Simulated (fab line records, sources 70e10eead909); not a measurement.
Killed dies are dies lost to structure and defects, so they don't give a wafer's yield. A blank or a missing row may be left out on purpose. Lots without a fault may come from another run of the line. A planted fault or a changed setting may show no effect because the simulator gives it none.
Which tool did it? | flow nand_harc | 12 lots, 36 wafers sampled, at 1 step of a route of 1302

WHAT THE GAUGES READ, wafer by wafer
NHARC_A_ONON_D1_THK_MEAS_05: measures by ellipsometry.
lot  | measured     | on            | thk_nm (nm)
L075 | day 8 01:46  | film_metro-01 | 1009 1008 1008
L077 | day 8 23:56  | film_metro-01 | 997 1001 998
L079 | day 9 15:04  | film_metro-02 | 1002 1002 1001
L081 | day 10 19:57 | film_metro-01 | 1013 1016 1015
L083 | day 11 12:29 | film_metro-01 | 1015 1014 1015
L084 | day 12 05:26 | film_metro-02 | 998 999 997
L088 | day 13 22:14 | film_metro-01 | 993 993 992
L089 | day 13 22:16 | film_metro-01 | 1008 1006 1010
L091 | day 14 20:10 | film_metro-01 | 993 993 992
L094 | day 16 04:39 | film_metro-02 | 1004 1002 1005
L095 | day 16 09:33 | film_metro-02 | 988 989 988
L097 | day 17 02:17 | film_metro-01 | 997 999 999

WHICH TOOL RAN EACH LOT (tool, then ch and the chambers of the sampled wafers, then the start)
The record holds no process step before these readings.

THE ANSWER, worked out from the rows above alone
Rule: what is usual is taken from the lots themselves. Put in order of their means at a reading, lots are off if they are a third of the lots or fewer, leave a main group of 4 or more, and stand apart from it by a gap of 3 or more times the standard deviation of the main group's means; of several such gaps the widest counts. A main group whose means are all the same, to the digits that the tables above print for the reading, isn't used. A lot without any number at a reading at which 4 lots or more have one is off too. The other lots that the step has rows for count as sound.
No lot is off at any reading shown: from this, nothing can be told.

WHAT THE SIMULATOR HAD PUT IN
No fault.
